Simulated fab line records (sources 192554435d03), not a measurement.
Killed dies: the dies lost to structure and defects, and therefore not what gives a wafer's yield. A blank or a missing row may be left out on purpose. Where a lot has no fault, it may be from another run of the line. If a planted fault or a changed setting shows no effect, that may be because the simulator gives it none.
Split-lot study || flow n5 finfet || 21 wafers read from 7 lots, route of 1938 steps

## ON THE SPLIT
At N5_BEOL_M1_DEP_57 (deposits SiCN from 3MS/NH3, target thk 8 nm, time 14 s), the setting time s was moved away from the recipe's 14 s on 7 of the 21 wafers read, by -14.1% to +5.4%. The other wafers ran this setting at the recipe's value.

The split's own step is where the reading is taken.

## THE READING
SiCN_of_BEOL_M1_DEP_57.thk nm (the simulator's own value, which no gauge read), in nm, at N5_BEOL_M1_DEP_57 (deposits SiCN from 3MS/NH3, target thk 8 nm, time 14 s). The file does not state a usual value for it. The 14 wafers here that ran the recipe average 8.1 nm, standard deviation 0.18 nm.

{"wafer": "L074.1", "tool, chamber at the split": "pecvd-02, 0", "time s as run, s": 14, "against the recipe": "recipe", "SiCN_of_BEOL_M1_DEP_57.thk nm, nm": 8.2, "against lot-mates on the recipe": "-"}
{"wafer": "L074.4", "tool, chamber at the split": "pecvd-02, 0", "time s as run, s": 14, "against the recipe": "recipe", "SiCN_of_BEOL_M1_DEP_57.thk nm, nm": 8.2, "against lot-mates on the recipe": "-"}
{"wafer": "L074.5", "tool, chamber at the split": "pecvd-02, 2", "time s as run, s": 14.76, "against the recipe": "+5.4%", "SiCN_of_BEOL_M1_DEP_57.thk nm, nm": 8.6, "against lot-mates on the recipe": "+0.4"}
{"wafer": "L081.1", "tool, chamber at the split": "pecvd-01, 0", "time s as run, s": 12.9, "against the recipe": "-7.9%", "SiCN_of_BEOL_M1_DEP_57.thk nm, nm": 7.2, "against lot-mates on the recipe": -0.9}
{"wafer": "L081.2", "tool, chamber at the split": "pecvd-01, 1", "time s as run, s": 14, "against the recipe": "recipe", "SiCN_of_BEOL_M1_DEP_57.thk nm, nm": 8, "against lot-mates on the recipe": "-"}
{"wafer": "L081.5", "tool, chamber at the split": "pecvd-01, 2", "time s as run, s": 14, "against the recipe": "recipe", "SiCN_of_BEOL_M1_DEP_57.thk nm, nm": 8.2, "against lot-mates on the recipe": "-"}
{"wafer": "L080.3", "tool, chamber at the split": "pecvd-01, 2,0", "time s as run, s": 14, "against the recipe": "recipe", "SiCN_of_BEOL_M1_DEP_57.thk nm, nm": 7.8, "against lot-mates on the recipe": "-"}
{"wafer": "L080.5", "tool, chamber at the split": "pecvd-01, 2,0", "time s as run, s": 14, "against the recipe": "recipe", "SiCN_of_BEOL_M1_DEP_57.thk nm, nm": 7.8, "against lot-mates on the recipe": "-"}
{"wafer": "L080.6", "tool, chamber at the split": "pecvd-01, 2", "time s as run, s": 12.02, "against the recipe": "-14.1%", "SiCN_of_BEOL_M1_DEP_57.thk nm, nm": 6.8, "against lot-mates on the recipe": -1.0}
{"wafer": "L083.1", "tool, chamber at the split": "pecvd-01, 1", "time s as run, s": 14, "against the recipe": "recipe", "SiCN_of_BEOL_M1_DEP_57.thk nm, nm": 8, "against lot-mates on the recipe": "-"}
{"wafer": "L083.2", "tool, chamber at the split": "pecvd-01, 2,1", "time s as run, s": 12.14, "against the recipe": "-13.3%", "SiCN_of_BEOL_M1_DEP_57.thk nm, nm": 7, "against lot-mates on the recipe": -1.0}
{"wafer": "L083.6", "tool, chamber at the split": "pecvd-01, 2,1", "time s as run, s": 12.14, "against the recipe": "-13.3%", "SiCN_of_BEOL_M1_DEP_57.thk nm, nm": 7, "against lot-mates on the recipe": -1.0}
{"wafer": "L084.3", "tool, chamber at the split": "pecvd-02, 0", "time s as run, s": 14, "against the recipe": "recipe", "SiCN_of_BEOL_M1_DEP_57.thk nm, nm": 8, "against lot-mates on the recipe": "-"}
{"wafer": "L084.4", "tool, chamber at the split": "pecvd-02, 0", "time s as run, s": 14, "against the recipe": "recipe", "SiCN_of_BEOL_M1_DEP_57.thk nm, nm": 8.2, "against lot-mates on the recipe": "-"}
{"wafer": "L084.5", "tool, chamber at the split": "pecvd-02, 2", "time s as run, s": 14, "against the recipe": "recipe", "SiCN_of_BEOL_M1_DEP_57.thk nm, nm": 8.4, "against lot-mates on the recipe": "-"}
{"wafer": "L090.3", "tool, chamber at the split": "pecvd-01, 0", "time s as run, s": 13.14, "against the recipe": "-6.1%", "SiCN_of_BEOL_M1_DEP_57.thk nm, nm": 7.4, "against lot-mates on the recipe": -0.6}
{"wafer": "L090.4", "tool, chamber at the split": "pecvd-01, 1", "time s as run, s": 13.14, "against the recipe": "-6.1%", "SiCN_of_BEOL_M1_DEP_57.thk nm, nm": 7.6, "against lot-mates on the recipe": -0.4}
{"wafer": "L090.5", "tool, chamber at the split": "pecvd-01, 0", "time s as run, s": 14, "against the recipe": "recipe", "SiCN_of_BEOL_M1_DEP_57.thk nm, nm": 8, "against lot-mates on the recipe": "-"}
{"wafer": "L097.1", "tool, chamber at the split": "pecvd-03, 0", "time s as run, s": 14, "against the recipe": "recipe", "SiCN_of_BEOL_M1_DEP_57.thk nm, nm": 8, "against lot-mates on the recipe": "-"}
{"wafer": "L097.4", "tool, chamber at the split": "pecvd-03, 0", "time s as run, s": 14, "against the recipe": "recipe", "SiCN_of_BEOL_M1_DEP_57.thk nm, nm": 8.2, "against lot-mates on the recipe": "-"}
{"wafer": "L097.6", "tool, chamber at the split": "pecvd-03, 1", "time s as run, s": 14, "against the recipe": "recipe", "SiCN_of_BEOL_M1_DEP_57.thk nm, nm": 7.8, "against lot-mates on the recipe": "-"}
Where a row lists several chambers, the file gives one row for several wafers and doesn't say which wafer went through which chamber.

FIT RESULTS
A straight line over all 21 wafers: SiCN_of_BEOL_M1_DEP_57.thk nm changes by +0.0867 nm for each +1% of time s; r = +0.95; the points scatter about the line by 0.16 nm.
The same after taking each lot's own level away (the mean of its wafers on the recipe; 21 wafers): +0.0771 nm for each +1%; r = +0.96; scatter 0.12 nm.
On that fit, the largest move of time s shifts the reading by 1.1 nm.
The lots' own levels span 7.80 to 8.20 nm, that is 2.3 times the standard deviation above.
So the lot-to-lot level changes the slope: the two fits differ.
Check: with one of the wafers moved furthest among these (-14.1%) left out of the fit, the line predicts -1.14 nm for it against its lot-mates. It came out at -1 nm against them.

## OTHER SPLITS APPLIED TO THESE WAFERS
Before the reading, these wafers also passed through other splits. Each is held against what the fit with the lots' levels taken away leaves over:
{"other split on the same wafers": "N5_BEOL_M0_SAQP_PECVD_96 time s", "wafers away from the commonest value": 7, "r with SiCN_of_BEOL_M1_DEP_57.thk nm (lot level and that fit taken away)": -0.07}
{"other split on the same wafers": "N5_BEOL_M0_SAQP_SPACER2_ALD_26 target thk a", "wafers away from the commonest value": 8, "r with SiCN_of_BEOL_M1_DEP_57.thk nm (lot level and that fit taken away)": "+0.02"}
{"other split on the same wafers": "N5_BEOL_M0_SAQP_EXPOSE_37 dose mj", "wafers away from the commonest value": 8, "r with SiCN_of_BEOL_M1_DEP_57.thk nm (lot level and that fit taken away)": "+0.30"}
{"other split on the same wafers": "N5_BEOL_M0_CUTY_DESCUM_61 time s", "wafers away from the commonest value": 6, "r with SiCN_of_BEOL_M1_DEP_57.thk nm (lot level and that fit taken away)": "+0.30"}
{"other split on the same wafers": "N5_BEOL_M0_ETCH_128 source w", "wafers away from the commonest value": 9, "r with SiCN_of_BEOL_M1_DEP_57.thk nm (lot level and that fit taken away)": -0.02}

## THE FILE'S OWN FIT
SiCN_of_BEOL_M1_DEP_57.thk nm changes by +0.0786 nm for each +1% of time s, r = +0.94.
